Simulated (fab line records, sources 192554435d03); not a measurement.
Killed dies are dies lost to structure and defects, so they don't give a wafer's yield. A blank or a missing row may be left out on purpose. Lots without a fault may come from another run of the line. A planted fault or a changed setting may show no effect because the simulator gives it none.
Which tool did it? | flow n5_finfet | 12 lots, 36 wafers sampled, at 1 step of a route of 1938

WHAT THE GAUGES READ, wafer by wafer
N5_BEOL_M11_CD_MEAS_35: target cd 70 nm.
lot  | measured     | on        | cd_nm (nm)
L075 | day 10 15:25 | cd_sem-02 | 71.4 70.1 70.4
L077 | day 10 21:37 | cd_sem-01 | 71.2 69.8 71.2
L078 | day 11 10:47 | cd_sem-03 | 69.4 69.1 69.7
L081 | day 12 00:41 | cd_sem-02 | 70.0 69.7 70.5
L083 | day 12 15:31 | cd_sem-02 | 70.1 70.2 70.1
L084 | day 12 18:50 | cd_sem-02 | 70.6 70.6 70.2
L087 | day 13 22:23 | cd_sem-03 | 69.0 70.1 69.4
L088 | day 14 12:17 | cd_sem-01 | 70.2 69.9 69.7
L090 | day 15 05:46 | cd_sem-01 | 69.6 70.1 71.1
L093 | day 16 18:53 | cd_sem-03 | 69.2 69.5 69.6
L096 | day 17 04:53 | cd_sem-02 | 70.4 70.5 70.2
L095 | day 18 12:52 | cd_sem-02 | 69.6 69.7 71.2

WHICH TOOL RAN EACH LOT (tool, then ch and the chambers of the sampled wafers, then the start)
The record holds no process step before these readings.

THE ANSWER, worked out from the rows above alone
Rule: what is usual is taken from the lots themselves. Put in order of their means at a reading, lots are off if they are a third of the lots or fewer, leave a main group of 4 or more, and stand apart from it by a gap of 3 or more times the standard deviation of the main group's means; of several such gaps the widest counts. A main group whose means are all the same, to the digits that the tables above print for the reading, isn't used. A lot without any number at a reading at which 4 lots or more have one is off too. The other lots that the step has rows for count as sound.
No lot is off at any reading shown: from this, nothing can be told.

WHAT THE SIMULATOR HAD PUT IN
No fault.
